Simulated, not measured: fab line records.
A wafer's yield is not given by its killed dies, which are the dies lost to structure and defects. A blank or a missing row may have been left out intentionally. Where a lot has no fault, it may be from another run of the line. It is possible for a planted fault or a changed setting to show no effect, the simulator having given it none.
Matching of chambers -- flow n5Finfet -- 3 sister chambers for N5_BEOL_M9_PECVD_70 on pecvd-04
The step deposits SiO2 from TEOS/O2, target thk 20 nm, time 22.7 s. 3 wafers are shown with their chamber, then 7 later ones without.

## EACH WAFER AND ITS CHAMBER
wafer,chamber,throttleValvePct (%)
L090.5,1,21.5
L094.2,2,21.5
L094.3,0,22.7

## WAFERS WITH NO CHAMBER GIVEN
wafer,throttleValvePct (%)
L094.5,22.9
L097.3,22.9
L097.5,21.5
L097.6,22.8
L091.3,21.7
L091.4,21.6
L091.5,21.3

## WHICH CHAMBER EACH WENT THROUGH
wafer,from the rows above,in truth
L094.5,0,0
L097.3,0,0
L097.5,can't be placed: 1 or 2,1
L097.6,0,0
L091.3,can't be placed: 1 or 2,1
L091.4,can't be placed: 1 or 2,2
L091.5,can't be placed: 1 or 2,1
3 of 7 placed correctly. Cannot be placed on the basis of these rows: 4; the candidates contain the true chamber in 4. Number placed wrongly: 0.
How it was worked out, from the rows above alone: a wafer's distance from a chamber is the root of the sum, over the readings, of the square of ((its reading less the chamber's mean) divided by the reading's scatter). If the next closest chamber is less than 2 further off than the closest, the wafer can't be placed; otherwise it belongs to the closest. A chamber's mean is the mean of its shown wafers. The scatter (one wafer shown for each chamber): square how far every hidden wafer sits from the nearest shown wafer, average those squares and take the square root.
